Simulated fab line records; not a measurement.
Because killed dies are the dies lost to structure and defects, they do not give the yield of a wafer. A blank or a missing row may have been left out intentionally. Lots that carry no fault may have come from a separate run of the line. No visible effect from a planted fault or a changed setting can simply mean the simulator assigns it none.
Which tool was responsible? :: flow nand_harc :: 12 lots with 36 wafers sampled at 6 steps, on a route of 1302 steps

== WHAT THE GAUGES READ, wafer by wafer ==
NHARC_A_CHANNEL_HOLE_D2_CD_MEAS_18. Usual: cd_nm at 98.8 nm, with a standard deviation of 2.5.
lot: L699
measured: day 13 01:41
on: cd_sem-01
cd_nm (nm): 101.8 100.6 103.6
flag: 

lot: L701
measured: day 13 20:37
on: cd_sem-03
cd_nm (nm): 97.5 100.6 95.5
flag: 

lot: L702
measured: day 14 11:16
on: cd_sem-02
cd_nm (nm): 99.7 95.6 93.5
flag: 

lot: L703
measured: day 14 19:37
on: cd_sem-02
cd_nm (nm): 98.6 102.1 99.6
flag: 

lot: L706
measured: day 15 12:57
on: cd_sem-02
cd_nm (nm): 100.7 98.8 97.3
flag: 

lot: L709
measured: day 17 09:25
on: cd_sem-03
cd_nm (nm): 102.2 99.3 99.4
flag: 

lot: L711
measured: day 17 23:48
on: cd_sem-02
cd_nm (nm): 99.5 99.7 100.0
flag: 

lot: L717
measured: day 20 05:47
on: cd_sem-02
cd_nm (nm): 95.4 101.4 97.6
flag: 

lot: L718
measured: day 21 01:13
on: cd_sem-03
cd_nm (nm): 99.6 100.7 99.8
flag: 

lot: L719
measured: day 21 16:25
on: cd_sem-01
cd_nm (nm): 100.9 91.2 96.1
flag: 

lot: L720
measured: day 22 01:32
on: cd_sem-01
cd_nm (nm): 97.0 97.6 101.8
flag: 

lot: L722
measured: day 23 01:29
on: cd_sem-01
cd_nm (nm): 96.7 100.4 98.2
flag: 

NHARC_A_CHANNEL_HOLE_D2_INSPECT_40. Usual: raw_defect_count at 289, with a standard deviation of 88.
lot: L699
measured: day 13 07:30
on: defect_inspect-02
raw_defect_count: 296 257 209
flag: 

lot: L701
measured: day 14 02:27
on: defect_inspect-02
raw_defect_count: 245 278 336
flag: 

lot: L702
measured: day 14 17:03
on: defect_inspect-02
raw_defect_count: 248 158 161
flag: 

lot: L703
measured: day 15 03:36
on: defect_inspect-01
raw_defect_count: 333 307 312
flag: 

lot: L706
measured: day 15 18:43
on: defect_inspect-01
raw_defect_count: 200 169 181
flag: 

lot: L709
measured: day 17 16:37
on: defect_inspect-02
raw_defect_count: 188 201 268
flag: 

lot: L711
measured: day 18 05:34
on: defect_inspect-02
raw_defect_count: 392 352 257
flag: 

lot: L717
measured: day 20 14:11
on: defect_inspect-01
raw_defect_count: 939 978 981
flag: OFF

lot: L718
measured: day 21 06:59
on: defect_inspect-01
raw_defect_count: 1042 1004 1067
flag: OFF

lot: L719
measured: day 21 22:11
on: defect_inspect-01
raw_defect_count: 989 968 967
flag: OFF

lot: L720
measured: day 22 08:19
on: defect_inspect-01
raw_defect_count: 164 147 223
flag: 

lot: L722
measured: day 23 07:17
on: defect_inspect-02
raw_defect_count: 139 182 147
flag: 

NHARC_END_SORT_01. Usual: killed_at_array 57, standard deviation 19; killed_at_other 0.9, standard deviation 1.1; killed_at_periphery 4.0, standard deviation 2.6; killed_dies 62, standard deviation 19; killed_open 3.3, standard deviation 1.8; killed_short 2.4, standard deviation 1.7.
lot: L717
measured: day 31 06:31
on: prober-02
killed_at_array: 48 96 124
killed_at_other: 2 2 0
killed_at_periphery: 4 2 4
killed_dies: 54 100 128
killed_open: 2 1 4
killed_short: 3 4 2
flag: 

lot: L718
measured: day 32 08:04
on: prober-01
killed_at_array: 123 145 93
killed_at_other: 1 0 2
killed_at_periphery: 4 5 6
killed_dies: 128 150 101
killed_open: 3 3 4
killed_short: 4 1 2
flag: OFF

lot: L719
measured: day 32 17:13
on: prober-01
killed_at_array: 126 89 132
killed_at_other: 3 1 1
killed_at_periphery: 10 8 2
killed_dies: 139 98 135
killed_open: 4 4 8
killed_short: 2 1 2
flag: OFF

== WHICH TOOL RAN EACH LOT (tool, then ch and the chambers of the sampled wafers, then the start) ==
lot: L699
NHARC_A_CHANNEL_HOLE_D2_ETCH_39: rie_diel-09 ch 0,3, day 13 01:41 or earlier
NHARC_A_CHANNEL_HOLE_D2_ETCH_24: har_etch-01 ch 0,1, day 13 03:54
NHARC_A_CHANNEL_HOLE_D2_ETCH_26: har_etch-01 ch 0,1, day 13 05:34

lot: L701
NHARC_A_CHANNEL_HOLE_D2_ETCH_39: rie_diel-09 ch 0,1,3, day 13 20:37 or earlier
NHARC_A_CHANNEL_HOLE_D2_ETCH_24: har_etch-02 ch 0,1, day 13 23:04
NHARC_A_CHANNEL_HOLE_D2_ETCH_26: har_etch-02 ch 0,1, day 14 00:32

lot: L702
NHARC_A_CHANNEL_HOLE_D2_ETCH_39: rie_diel-12 ch 0,1, day 14 11:16 or earlier
NHARC_A_CHANNEL_HOLE_D2_ETCH_24: har_etch-01 ch 0,1, day 14 13:36
NHARC_A_CHANNEL_HOLE_D2_ETCH_26: har_etch-01 ch 0,1, day 14 15:08

lot: L703
NHARC_A_CHANNEL_HOLE_D2_ETCH_39: rie_diel-09 ch 2,3, day 14 19:37 or earlier
NHARC_A_CHANNEL_HOLE_D2_ETCH_24: har_etch-01 ch 0,1, day 15 00:01
NHARC_A_CHANNEL_HOLE_D2_ETCH_26: har_etch-01 ch 0,1, day 15 01:40

lot: L706
NHARC_A_CHANNEL_HOLE_D2_ETCH_39: rie_diel-09 ch 1,2,3, day 15 12:57 or earlier
NHARC_A_CHANNEL_HOLE_D2_ETCH_24: har_etch-02 ch 0,1, day 15 15:09
NHARC_A_CHANNEL_HOLE_D2_ETCH_26: har_etch-02 ch 0,1, day 15 16:48

lot: L709
NHARC_A_CHANNEL_HOLE_D2_ETCH_39: rie_diel-09 ch 1,3, day 17 09:25 or earlier
NHARC_A_CHANNEL_HOLE_D2_ETCH_24: har_etch-02 ch 0, day 17 13:08
NHARC_A_CHANNEL_HOLE_D2_ETCH_26: har_etch-02 ch 0, day 17 14:41

lot: L711
NHARC_A_CHANNEL_HOLE_D2_ETCH_39: rie_diel-01 ch 0,2,3, day 17 23:48 or earlier
NHARC_A_CHANNEL_HOLE_D2_ETCH_24: har_etch-02 ch 0,1, day 18 02:16
NHARC_A_CHANNEL_HOLE_D2_ETCH_26: har_etch-02 ch 0,1, day 18 03:43

lot: L717
NHARC_A_CHANNEL_HOLE_D2_ETCH_39: rie_diel-12 ch 1,2, day 20 05:47 or earlier
NHARC_A_CHANNEL_HOLE_D2_ETCH_24: har_etch-01 ch 0,1, day 20 10:35
NHARC_A_CHANNEL_HOLE_D2_ETCH_26: har_etch-01 ch 0,1, day 20 12:14

lot: L718
NHARC_A_CHANNEL_HOLE_D2_ETCH_39: rie_diel-12 ch 0,3, day 21 01:13 or earlier
NHARC_A_CHANNEL_HOLE_D2_ETCH_24: har_etch-01 ch 0,1, day 21 03:40
NHARC_A_CHANNEL_HOLE_D2_ETCH_26: har_etch-01 ch 0,1, day 21 05:07

lot: L719
NHARC_A_CHANNEL_HOLE_D2_ETCH_39: rie_diel-12 ch 1,3, day 21 16:25 or earlier
NHARC_A_CHANNEL_HOLE_D2_ETCH_24: har_etch-01 ch 0,1, day 21 18:37
NHARC_A_CHANNEL_HOLE_D2_ETCH_26: har_etch-01 ch 0,1, day 21 20:16

lot: L720
NHARC_A_CHANNEL_HOLE_D2_ETCH_39: rie_diel-01 ch 2,3, day 22 01:32 or earlier
NHARC_A_CHANNEL_HOLE_D2_ETCH_24: har_etch-02 ch 0,1, day 22 04:52
NHARC_A_CHANNEL_HOLE_D2_ETCH_26: har_etch-02 ch 0,1, day 22 06:25

lot: L722
NHARC_A_CHANNEL_HOLE_D2_ETCH_39: rie_diel-12 ch 2,3, day 23 01:29 or earlier
NHARC_A_CHANNEL_HOLE_D2_ETCH_24: har_etch-02 ch 0,1, day 23 03:58
NHARC_A_CHANNEL_HOLE_D2_ETCH_26: har_etch-02 ch 0,1, day 23 05:26
- NHARC_A_CHANNEL_HOLE_D2_ETCH_39: etches the open film in N2/H2, target depth 260 nm, time 325 s.
- NHARC_A_CHANNEL_HOLE_D2_ETCH_24: etches the open film in C4F8/O2/Ar, time 906.2 s, target depth 1500 nm.
- NHARC_A_CHANNEL_HOLE_D2_ETCH_26: etches the open film in C4F8/O2/Ar, time 224.1 s, target depth 300 nm.

== WHAT THE TOOLS THEMSELVES READ (means of the sampled wafers that have a number; where no wafer has one, the mark that the record gives instead) ==
NHARC_A_CHANNEL_HOLE_D2_ETCH_39. Usual: drypump_motor_current_A 5.9 A, standard deviation 0.56; oes_product_au 1.001 a.u., standard deviation 0.011; rf_vpp_V 430.3 V, standard deviation 2.4; showerhead_plenum_p_Torr 2.03 Torr, standard deviation 0.078; throttle_valve_pct 14.170 %, standard deviation 0.0081.
lot: L699
tool: rie_diel-09
drypump_motor_current_A (A): 6.4
oes_product_au (a.u.): 0.992
rf_vpp_V (V): 427.7
showerhead_plenum_p_Torr (Torr): 1.94
throttle_valve_pct (%): 14.168
flag: 

lot: L701
tool: rie_diel-09
drypump_motor_current_A (A): 5.9
oes_product_au (a.u.): 1.002
rf_vpp_V (V): 430.3
showerhead_plenum_p_Torr (Torr): 2.01
throttle_valve_pct (%): 14.175
flag: 

lot: L702
tool: rie_diel-12
drypump_motor_current_A (A): 5.2
oes_product_au (a.u.): 1.014
rf_vpp_V (V): 432.1
showerhead_plenum_p_Torr (Torr): 2.08
throttle_valve_pct (%): 14.161
flag: 

lot: L703
tool: rie_diel-09
drypump_motor_current_A (A): 5.9
oes_product_au (a.u.): 1.000
rf_vpp_V (V): 432.1
showerhead_plenum_p_Torr (Torr): 2.10
throttle_valve_pct (%): 14.164
flag: 

lot: L706
tool: rie_diel-09
drypump_motor_current_A (A): 5.6
oes_product_au (a.u.): 1.009
rf_vpp_V (V): 430.9
showerhead_plenum_p_Torr (Torr): 2.09
throttle_valve_pct (%): 14.179
flag: 

lot: L709
tool: rie_diel-09
drypump_motor_current_A (A): 5.7
oes_product_au (a.u.): 1.001
rf_vpp_V (V): 430.0
showerhead_plenum_p_Torr (Torr): 2.02
throttle_valve_pct (%): 14.164
flag: 

lot: L711
tool: rie_diel-01
drypump_motor_current_A (A): 6.3
oes_product_au (a.u.): 0.993
rf_vpp_V (V): 431.3
showerhead_plenum_p_Torr (Torr): 2.03
throttle_valve_pct (%): 14.173
flag: 

lot: L717
tool: rie_diel-12
drypump_motor_current_A (A): 5.8
oes_product_au (a.u.): 1.006
rf_vpp_V (V): 430.5
showerhead_plenum_p_Torr (Torr): 2.03
throttle_valve_pct (%): 14.164
flag: 

lot: L718
tool: rie_diel-12
drypump_motor_current_A (A): 6.0
oes_product_au (a.u.): 1.002
rf_vpp_V (V): 429.6
showerhead_plenum_p_Torr (Torr): 2.00
throttle_valve_pct (%): 14.171
flag: 

lot: L719
tool: rie_diel-12
drypump_motor_current_A (A): 5.8
oes_product_au (a.u.): 0.996
rf_vpp_V (V): 429.2
showerhead_plenum_p_Torr (Torr): 1.99
throttle_valve_pct (%): 14.166
flag: 

lot: L720
tool: rie_diel-01
drypump_motor_current_A (A): 6.2
oes_product_au (a.u.): 1.007
rf_vpp_V (V): 429.9
showerhead_plenum_p_Torr (Torr): 2.02
throttle_valve_pct (%): 14.165
flag: 

lot: L722
tool: rie_diel-12
drypump_motor_current_A (A): 6.2
oes_product_au (a.u.): 1.003
rf_vpp_V (V): 428.2
showerhead_plenum_p_Torr (Torr): 1.99
throttle_valve_pct (%): 14.168
flag: 

NHARC_A_CHANNEL_HOLE_D2_ETCH_24. Usual: drypump_motor_current_A 5.5 A, standard deviation 0.45; showerhead_plenum_p_Torr 3.66 Torr, standard deviation 0.12; throttle_valve_pct 32.237 %, standard deviation 0.0096.
lot: L699
tool: har_etch-01
drypump_motor_current_A (A): 5.2
showerhead_plenum_p_Torr (Torr): 3.65
throttle_valve_pct (%): 32.238
flag: 

lot: L701
tool: har_etch-02
drypump_motor_current_A (A): 5.5
showerhead_plenum_p_Torr (Torr): 3.66
throttle_valve_pct (%): 32.242
flag: 

lot: L702
tool: har_etch-01
drypump_motor_current_A (A): 5.6
showerhead_plenum_p_Torr (Torr): 3.61
throttle_valve_pct (%): 32.237
flag: 

lot: L703
tool: har_etch-01
drypump_motor_current_A (A): 5.6
showerhead_plenum_p_Torr (Torr): 3.61
throttle_valve_pct (%): 32.243
flag: 

lot: L706
tool: har_etch-02
drypump_motor_current_A (A): 5.5
showerhead_plenum_p_Torr (Torr): 3.64
throttle_valve_pct (%): 32.239
flag: 

lot: L709
tool: har_etch-02
drypump_motor_current_A (A): 5.5
showerhead_plenum_p_Torr (Torr): 3.93
throttle_valve_pct (%): 32.236
flag: 

lot: L711
tool: har_etch-02
drypump_motor_current_A (A): 5.6
showerhead_plenum_p_Torr (Torr): 3.84
throttle_valve_pct (%): 32.243
flag: 

lot: L717
tool: har_etch-01
drypump_motor_current_A (A): 5.7
showerhead_plenum_p_Torr (Torr): 3.57
throttle_valve_pct (%): 32.245
flag: 

lot: L718
tool: har_etch-01
drypump_motor_current_A (A): 5.6
showerhead_plenum_p_Torr (Torr): 3.56
throttle_valve_pct (%): 32.242
flag: 

lot: L719
tool: har_etch-01
drypump_motor_current_A (A): 5.2
showerhead_plenum_p_Torr (Torr): 3.59
throttle_valve_pct (%): 32.237
flag: 

lot: L720
tool: har_etch-02
drypump_motor_current_A (A): 5.5
showerhead_plenum_p_Torr (Torr): 3.74
throttle_valve_pct (%): 32.225
flag: 

lot: L722
tool: har_etch-02
drypump_motor_current_A (A): 5.5
showerhead_plenum_p_Torr (Torr): 3.73
throttle_valve_pct (%): 32.243
flag: 

NHARC_A_CHANNEL_HOLE_D2_ETCH_26. Usual: drypump_motor_current_A 5.5 A, standard deviation 0.45; showerhead_plenum_p_Torr 3.71 Torr, standard deviation 0.13; throttle_valve_pct 24.584 %, standard deviation 0.0085.
lot: L699
tool: har_etch-01
drypump_motor_current_A (A): 5.2
showerhead_plenum_p_Torr (Torr): 3.70
throttle_valve_pct (%): 24.584
flag: 

lot: L701
tool: har_etch-02
drypump_motor_current_A (A): 5.5
showerhead_plenum_p_Torr (Torr): 3.71
throttle_valve_pct (%): 24.575
flag: 

lot: L702
tool: har_etch-01
drypump_motor_current_A (A): 5.6
showerhead_plenum_p_Torr (Torr): 3.66
throttle_valve_pct (%): 24.588
flag: 

lot: L703
tool: har_etch-01
drypump_motor_current_A (A): 5.6
showerhead_plenum_p_Torr (Torr): 3.65
throttle_valve_pct (%): 24.581
flag: 

lot: L706
tool: har_etch-02
drypump_motor_current_A (A): 5.5
showerhead_plenum_p_Torr (Torr): 3.69
throttle_valve_pct (%): 24.582
flag: 

lot: L709
tool: har_etch-02
drypump_motor_current_A (A): 5.6
showerhead_plenum_p_Torr (Torr): 3.99
throttle_valve_pct (%): 24.580
flag: 

lot: L711
tool: har_etch-02
drypump_motor_current_A (A): 5.5
showerhead_plenum_p_Torr (Torr): 3.91
throttle_valve_pct (%): 24.587
flag: 

lot: L717
tool: har_etch-01
drypump_motor_current_A (A): 5.7
showerhead_plenum_p_Torr (Torr): 3.61
throttle_valve_pct (%): 24.581
flag: 

lot: L718
tool: har_etch-01
drypump_motor_current_A (A): 5.6
showerhead_plenum_p_Torr (Torr): 3.60
throttle_valve_pct (%): 24.585
flag: 

lot: L719
tool: har_etch-01
drypump_motor_current_A (A): 5.2
showerhead_plenum_p_Torr (Torr): 3.63
throttle_valve_pct (%): 24.590
flag: 

lot: L720
tool: har_etch-02
drypump_motor_current_A (A): 5.5
showerhead_plenum_p_Torr (Torr): 3.79
throttle_valve_pct (%): 24.587
flag: 

lot: L722
tool: har_etch-02
drypump_motor_current_A (A): 5.5
showerhead_plenum_p_Torr (Torr): 3.78
throttle_valve_pct (%): 24.584
flag: 

== THE ANSWER, worked out from the rows above alone ==
Rule: a lot counts as off when the mean over its wafers that have a number is more than 3 standard deviations away from the usual mean. A lot without any number at a reading at which 4 lots or more have one is off too. Any other lot the step has rows for is counted as sound. After the gauges, taken in route order, come the tools' own readings; for these a lot's mean is taken, as printed above. The first step at which some lot is off is used, and at that step the reading that is off furthest; a lot without a number counts as furthest.
Off, at NHARC_A_CHANNEL_HOLE_D2_INSPECT_40 on raw_defect_count: L717, L718, L719.
A tool fits if, at a process step before that reading, it ran every lot that is off, and no sound lot after the first of them. Those tools and the gauges at NHARC_A_CHANNEL_HOLE_D2_INSPECT_40 are tried in the same way. NHARC_A_CHANNEL_HOLE_D2_ETCH_39: start missing for some lots; hours and lot order therefore follow NHARC_A_CHANNEL_HOLE_D2_CD_MEAS_18. One fits: har_etch-01 at NHARC_A_CHANNEL_HOLE_D2_ETCH_24 and NHARC_A_CHANNEL_HOLE_D2_ETCH_26. At NHARC_A_CHANNEL_HOLE_D2_ETCH_24 its last sound lot is L703 (day 15 00:01), its first lot that is off L717 (day 20 10:35): a fault that began between those two fits.

== WHAT THE SIMULATOR HAD INSERTED ==
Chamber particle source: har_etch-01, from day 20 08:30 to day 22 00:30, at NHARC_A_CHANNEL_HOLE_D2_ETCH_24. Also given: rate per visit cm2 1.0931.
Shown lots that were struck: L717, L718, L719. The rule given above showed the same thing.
